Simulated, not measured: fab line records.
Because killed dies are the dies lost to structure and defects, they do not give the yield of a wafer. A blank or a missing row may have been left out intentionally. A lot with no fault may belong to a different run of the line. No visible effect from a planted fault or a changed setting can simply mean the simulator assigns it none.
fab line records	flow n5_finfet
[record] lots = 3	wafers = 9	last_day = 17
route steps=1938 shown BEOL_M8@1392 BEOL_M9@1401 PASSIVATION@1936
lots that met no fault: from a run of the same line without faults
start_h: hours from the record's first day to the start of the lot's first wafer shown	wait_h: time in hours since the lot's previous step	" unchanged from the row above	L1.1+2: one row covering several wafers at once	- no value, or no start given	* or withheld: withheld	< > ~ a bound
route shown NAME@n: NAME is a module with steps in the file, n the number in the route of the first one	usual: mean/standard deviation of fault-free wafers	same: alike in all rows	chamber/n: place in a boat	sites: readings site by site	_std_site: standard deviation of those values	_edge_site: outer sites' mean less inner sites'	radius_mm: how far each site lies from the wafer's centre	mask NAME#n: copy n	behind: the most recent tool/chamber to have shaped the wafer	hold: reason for holding the lot/hours on hold/outcome of the hold	device: names the non-switching transistor (n, p or np)	end of line: the route-end tests of the same wafers	where a step has no rows: the recipe by itself	killed: dies lost to structure and defects at the first sort, not the wafer's yield	map: a wafer's dies, x killed, . not, _ none there
set.NAME: the setting as run; set.NAME@STEP: as run at that earlier step	model.NAME: the simulator's own value behind a step, which no gauge read
certain route steps with their lots: each step a table, each wafer a row
services: when a tool's chamber went out of use (start_h, in hours from the record's first day, below 0 if earlier), for how many hours, and the reason
[[steps]]
[step N5_BEOL_M8_SPUTTER_48]
[recipe] material = Cu	target_thk_a = 100	temp_c = -20	bias_v = 60	power_w = 26000	chamber_pressure_pa = 0.13	time_s = 1.667
[step N5_BEOL_M8_ECD_50]
[recipe] material = Cu	target_thk_a = 3000
[step N5_BEOL_M8_ANNEAL_51]
[recipe] temp_c = 225	time_s = 90	ambient = N2
[step N5_BEOL_M8_CMP_52]
[recipe] stop_on = SiCOH_lowk	t_overpolish_s = 6.9	down_force_psi = 1	platen_rpm = 50	clearing_platen_down_force_psi = 1.5	clearing_platen_rpm = 50	post_cmp_clean = cu_alkaline	target_thk_nm = 80	clearing_platen_pad_velocity_m_s = 0.99484	pad_velocity_m_s = 0.99484
[step N5_BEOL_M8_PRE_CLEAN_55]
[recipe] gas = NH3	time_s = 15	temp_c = withheld	rf_power_w = 300
[step N5_BEOL_M8_DEP_56]
[recipe] material = SiCN	target_thk_a = 100	temp_c = withheld	precursor = 3MS/NH3	pressure_torr = 3	rf_w = 202	time_s = 17.5
[step N5_BEOL_M9_ILD_DEP_00]
[recipe] material = SiCOH_lowk	target_thk_a = 3085.1	temp_c = 300	precursor = DEMS/porogen	pressure_torr = 5	rf_w = 500	time_s = 58
[step N5_BEOL_M9_CURE_71]
[recipe] temp_c = 385	time_s = 240	ambient = He/Ar	material = SiCOH_lowk
[step N5_BEOL_M9_PECVD_70]
[recipe] material = SiO2	target_thk_a = 200	temp_c = 400	precursor = TEOS/O2	pressure_torr = 5.5	rf_w = 450	teos_flow_sccm = 53.8	gas = O2	flow_sccm = 3000	time_s = 22.7
[usual] chamber_pressure_Torr = 5.500/0.012	heater_power_w = 705/95	showerhead_plenum_p_Torr = 8.76/0.063	throttle_valve_pct = 21.9/0.99
lot.wafer	tool	chamber	start_h	wait_h	chamber_pressure_Torr	heater_power_w	showerhead_plenum_p_Torr	throttle_valve_pct
L478.1	pecvd-04	2	281.03	0.1	5.509	847	8.74	21.1
L478.3	"	1	"	"	5.517	778	8.76	21.2
L478.4	"	0	"	"	5.516	661	8.73	22.1
L486.2	pecvd-03	1	326.62	0.0	5.514	641	8.81	24.6
L486.3	"	2	"	"	5.505	727	8.72	20.9
L486.5	"	1	"	"	5.491	679	8.82	24.6
L490.2	pecvd-04	1	342.13	0.0	5.496	821	8.74	20.8
L490.4	"	2	"	"	5.498	864	8.73	21.2
L490.5	"	0	"	"	5.512	590	8.74	21.9
[step N5_BEOL_M9_HM_DEP_02]
[recipe] material = TiN	target_thk_a = 200	temp_c = 25	chamber_pressure_pa = 0.49996
[step N5_BEOL_M9_COAT_59]
[recipe] resist = SOC	temp_c = 250	time_s = 60	spin_rpm = 1500	resist_thk_nm = 100
[step N5_BEOL_M9_COAT_60]
[recipe] resist = SiARC	temp_c = 220	time_s = 60	spin_rpm = 1500	resist_thk_nm = 30
[step N5_BEOL_M9_COAT_05]
[recipe] resist = CAR-ArF	spin_rpm = 1500	resist_thk_nm = 90
[step N5_BEOL_M9_EBR_07]
[recipe] solvent = PGMEA	ebr_width_mm = 1.5
[step N5_BEOL_M9_SOFTBAKE_06]
[recipe] temp_c = 110	time_s = 60	resist = CAR-ArF
[step N5_BEOL_M9_EXPOSE_08]
[recipe] mask_id = M9	na = 1.35	source_shape = dipole	sigma_inner = 0.411	sigma_outer = 0.611	polarization = te	dose_mj = 53.75
[step N5_BEOL_M9_PEB_09]
[recipe] peb_temp_c = withheld	peb_time_s = 60	resist = CAR-ArF
[step N5_BEOL_M9_DEVELOP_10]
[recipe] develop_time_s = 30	developer = TMAH	resist = CAR-ArF	rinse_liquid = diw	dry = air_spin	dev_temp_c = 23
[step N5_BEOL_M9_DESCUM_16]
[recipe] chemistry = O2	time_s = 7.9	source_power_w = 50	bias_power_w = 20	pressure_mtorr = 20	rf_frequency_hz = 2.712e+07	temp_c = 40	resist = CAR-ArF	o2_flow_sccm = 225
[step N5_BEOL_M9_ETCH_61]
[recipe] chemistry = CF4	target = SiARC	target_depth_a = 390	mask_material = CAR-ArF	time_s = 65	ion_energy_ev = 80	pressure_mtorr = 40	source_w = 545	bias_w = 36	Ar_flow_sccm = 100	cf4_flow_sccm = 100	ends = cleared
[step N5_BEOL_M9_ETCH_62]
[recipe] chemistry = N2/H2	target = SOC	target_depth_a = 1100	overetch_a = 220	mask_material = SiARC	temp_c = 40	time_s = 165	ion_energy_ev = 200	pressure_mtorr = 30	source_w = 840	bias_w = 150	n2_flow_sccm = 200	h2_flow_sccm = 200
[step N5_BEOL_M9_STRIP_68]
[recipe] chemistry = N2/H2	temp_c = 40	n2_flow_sccm = 200	h2_flow_sccm = 200	rf_frequency_hz = 6e+07
[step N5_BEOL_M9_STRIP_67]
[recipe] chemistry = CF4	resist = SiARC	power_w = 300	bias_power_w = 75	pressure_mtorr = 50	cf4_flow_sccm = 150	rf_frequency_hz = 6e+07
[step N5_BEOL_M9_HM_OPEN_17]
[recipe] chemistry = Cl2/BCl3	target_depth_a = 200	overetch_a = 60	target = TiN	mask_material = SOC	ion_energy_ev = 150	pressure_mtorr = 10	icp_w = 1000	bias_w = 126	Cl2_flow_sccm = 53.25	bcl3_flow_sccm = 21.75	Ar_flow_sccm = 25
[step N5_BEOL_M9_STRIP_19]
[recipe] chemistry = O2	power_w = 400	temp_c = 40	pressure_mtorr = 30	rf_frequency_hz = 6e+07	bias_power_w = 0	overash_fraction = 0.2	o2_flow_sccm = 225
[step N5_BEOL_M9_COAT_63]
[recipe] resist = SOC	temp_c = 250	time_s = 60	spin_rpm = 1500	resist_thk_nm = 60
[step N5_BEOL_M9_COAT_64]
[recipe] resist = SiARC	temp_c = 220	time_s = 60	spin_rpm = 1500	resist_thk_nm = 12
[step N5_BEOL_M9_COAT_75]
[recipe] resist = underlayer	temp_c = 205	time_s = 60	spin_rpm = 1500	resist_thk_nm = 5
[step N5_BEOL_M9_COAT_22]
[recipe] resist = CAR-EUV	spin_rpm = 1500	resist_thk_nm = 30
[step N5_BEOL_M9_EBR_24]
[recipe] solvent = PGMEA	ebr_width_mm = 1.5
[step N5_BEOL_M9_SOFTBAKE_23]
[recipe] temp_c = 110	time_s = 60	resist = CAR-EUV
[step N5_BEOL_M9_EXPOSE_25]
[recipe] mask_id = V8	na = 0.33	source_shape = annular	sigma_inner = 0.4	sigma_outer = 0.8	polarization = unpolarized	dose_mj = 37.25
[step N5_BEOL_M9_PEB_26]
[recipe] peb_temp_c = 100	peb_time_s = 60	resist = CAR-EUV
[step N5_BEOL_M9_DEVELOP_27]
[recipe] develop_time_s = 30	developer = TMAH	resist = CAR-EUV	rinse_liquid = surfactant_rinse	dry = air_spin	dev_temp_c = 23
[step N5_BEOL_M9_INSPECT_30]
[recipe] mode = adi	inspect_instrument = brightfield
[usual] raw_defect_count = 405/82
lot.wafer	tool	chamber	start_h	wait_h	raw_defect_count
L478.1	defect_inspect-01	-	284.66	0.1	439
L478.3	"	-	"	"	661
L478.4	"	-	"	"	442
L486.2	defect_inspect-02	-	329.21	0.0	446
L486.3	"	-	"	"	291
L486.5	"	-	"	"	294
L490.2	defect_inspect-01	-	346.19	0.0	346
L490.4	"	-	"	"	463
L490.5	"	-	"	"	353
[step N5_PASSIVATION_PROBE_49]
[usual] defect_limited_yield = 91.2/1.4	killed_at_M0_to_M3 = 34/9.4	killed_at_M4_up = 13/5.8	killed_at_contacts = 13/6.4	killed_at_front_end = 41/11	killed_at_other = 3.1/2.3	killed_dies = 103/16	killed_open = 69/12	killed_short = 33/7.8	sort_bin_5_function = 5.1/0.91	sort_bin_6_memory = 3.3/0.63	sort_n_pass = 1077/16	sort_yield_pct = 91.2/1.4
[same] gross_dies = 1180	killed_at_back_side = 0	sort_bin_4_leakage[%] = 0	sort_bin_8_speed[%] = 0
lot.wafer	tool	chamber	start_h	wait_h	defect_limited_yield[%]	killed_at_M0_to_M3	killed_at_M4_up	killed_at_contacts	killed_at_front_end	killed_at_other	killed_dies	killed_open	killed_short	sort_bin_5_function[%]	sort_bin_6_memory[%]	sort_n_pass	sort_yield_pct[%]
L478.1	prober-01	-	343.41	0.0	92.0	26	8	11	49	0	94	62	32	4.6	2.9	1086	92.0
L478.3	prober-01	-	343.51	0.1	84.8	24	112	4	36	3	179	51	28	9.9	3.6	1001	84.8
L478.4	prober-01	-	343.56	0.2	91.5	35	19	11	34	1	100	68	32	5.3	3.1	1080	91.5
L490.2	prober-01	-	411.81	0.1	90.5	27	14	18	53	0	112	77	35	5.3	3.6	1068	90.5
L490.4	prober-01	-	411.91	0.2	90.7	32	18	13	45	2	110	67	37	6.2	3.0	1070	90.7
L490.5	prober-01	-	411.96	0.2	91.8	21	11	12	48	5	97	58	37	4.7	3.2	1083	91.8
// killed by level:class
L478.1 BEOL_M2:geometric_particle:open=13 STI_FIN_REVEAL:geometric_particle:open=12 FIN_SAQP:geometric_particle:short=11 MOL_CONTACT_COAG:geometric_particle:open=10 GATE_CUT:geometric_particle:open=5 BEOL_M0_SAQP:geometric_particle:short=5 DUMMY_GATE:geometric_particle:open=4 STARTING-WAFER:geometric_particle:short=4
L478.3 BEOL_M9:unspecified=97 FIN_SAQP:geometric_particle:short=10 FIN_SAQP:geometric_particle:open=6 STI_FIN_REVEAL:geometric_particle:open=6 BEOL_M0_SAQP:geometric_particle:short=6 BEOL_M2:geometric_particle:open=5 BEOL_M4:geometric_particle:open=5 BEOL_M0_SAQP:geometric_particle:open=4
L478.4 STI_FIN_REVEAL:geometric_particle:open=13 BEOL_M0_SAQP:geometric_particle:short=12 BEOL_M4:geometric_particle:open=10 MOL_CONTACT_COAG:geometric_particle:open=9 BEOL_M0_SAQP:geometric_particle:open=6 DUMMY_GATE:geometric_particle:open=6 BEOL_M2:geometric_particle:open=6 FIN_SAQP:geometric_particle:short=5
L490.2 MOL_CONTACT_COAG:geometric_particle:open=15 FIN_SAQP:geometric_particle:open=13 STI_FIN_REVEAL:geometric_particle:open=9 BEOL_M0_SAQP:geometric_particle:short=7 BEOL_M1:geometric_particle:open=7 DUMMY_GATE:geometric_particle:open=6 GATE_CUT:geometric_particle:short=6 BEOL_M4:geometric_particle:open=6
L490.4 FIN_SAQP:geometric_particle:short=13 MOL_CONTACT_COAG:geometric_particle:open=10 BEOL_M0_SAQP:geometric_particle:open=8 STI_FIN_REVEAL:geometric_particle:open=7 BEOL_M4:geometric_particle:open=7 BEOL_M1:geometric_particle:open=6 BEOL_M2:geometric_particle:open=6 GATE_CUT:geometric_particle:short=4
L490.5 STI_FIN_REVEAL:geometric_particle:open=11 FIN_SAQP:geometric_particle:short=10 MOL_CONTACT_COAG:geometric_particle:open=9 BEOL_M4:geometric_particle:open=8 BEOL_M0_SAQP:geometric_particle:short=7 GATE_CUT:geometric_particle:short=6 FIN_SAQP:geometric_particle:open=5 DUMMY_GATE:geometric_particle:open=5
// map L478.3 (x killed, . not)
_________________............________________
______________.....xx..........._____________
___________x..........x............__________
__________.........................._________
________......x.......x..............._______
_______.............x..........x.......______
______.x............x.............x....._____
_____....................x..x........x...____
____......................................___
___..........x.......x...........x....x....__
___...................................x....__
__.x..............x....x................x..x_
__x........................................._
_..........x............xx...................
_....x......x....x...........................
_...................x....x...........x.......
_....xx.....x..................x....x........
_...x.........xx....x...x...................x
_.............xxxxx...x...................x..
_..........x.x.xxxxxx.xxx...x....x...x.......
_............x.xxxxxxxxxx............x.......
__..........x.xxxxxxxx...xx..............x.._
__x.....x....xxxxxxxxxxxx......x............_
___..........xxxxxxxxxxxxx.................__
___xx.....xxxxxxxxxxxx..xx.......x.........__
____..........x.xxxxxxx.............x.....___
_____x........x.xxx.xx.xx...............x____
______x......x..x.xx.............x.....x_____
_______...xx.......x.x.x...............______
________.x..x.x...x...x.......x......._______
__________.x................x....x.._________
___________.x.....x................__________
______________..........x......._____________
_________________.........x..________________
// map L490.2 (x killed, . not)
_________________.....x...x..________________
______________......xx.......x.._____________
___________..x................xx.x.__________
__________........x.......x......x.._________
________..........x..................._______
_______..................x.......x.....______
______x.....x..........................._____
_____......................xx.........xx.____
____.......................x....x.........___
___.x......x.........x.....................__
___.......x...........x.x.......x..........__
__.x....x....x...........x.x...............x_
__...............x....xx........x.x.x..x...._
_.....x.............x..............x..x......
_.................x.........x.xx.............
_...........x..........xx.........x..........
_...................................x.....x..
_..........x.xxx.........x.....x...x.........
_........x.......x...............x....x......
_......................xx....................
_........x...................x....xx..x......
__.....x.................x.................x_
__..x........x.............x....x..........._
___..........x.........................x...__
___..x.x..................x................__
____.........x.x....................x.....___
_____....x..x.............x..............____
______....x.......x....x............xx.x_____
_______.......xxx..............x.......______
________.................x.x.........._______
__________....x....x..............x._________
___________.......x......x.........__________
______________.................._____________
_________________..........xx________________
[[services]]
tool	chamber	start_h	hours	kind
pecvd-03	-	275.77	0.4	repair
pecvd-03	-	280.65	5.5	pm
pecvd-04	-	324.79	6.0	pm
[[key]]
[first_sign] step = N5_BEOL_M9_INSPECT_30	reading = raw_defect_count	direction = up	sigmas = 3.1	usual = 405	struck = 661
[effect] step = N5_PASSIVATION_PROBE_49	reading = killed_at_M4_up	direction = up	sigmas = 17	usual = 13	struck = 112
[more_kills_born_at] N5_BEOL_M9_PECVD_70@pecvd-04 = 97
met_at N5_BEOL_M9_PECVD_70
struck_wafers L478.3
[fault] kind = chamber_particle_source	tool = pecvd-04	chamber = 1	onset_h = 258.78	steps = N5_BEOL_M9_PECVD_70	rate_per_visit_cm2 = 0.37672	end_h = 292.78
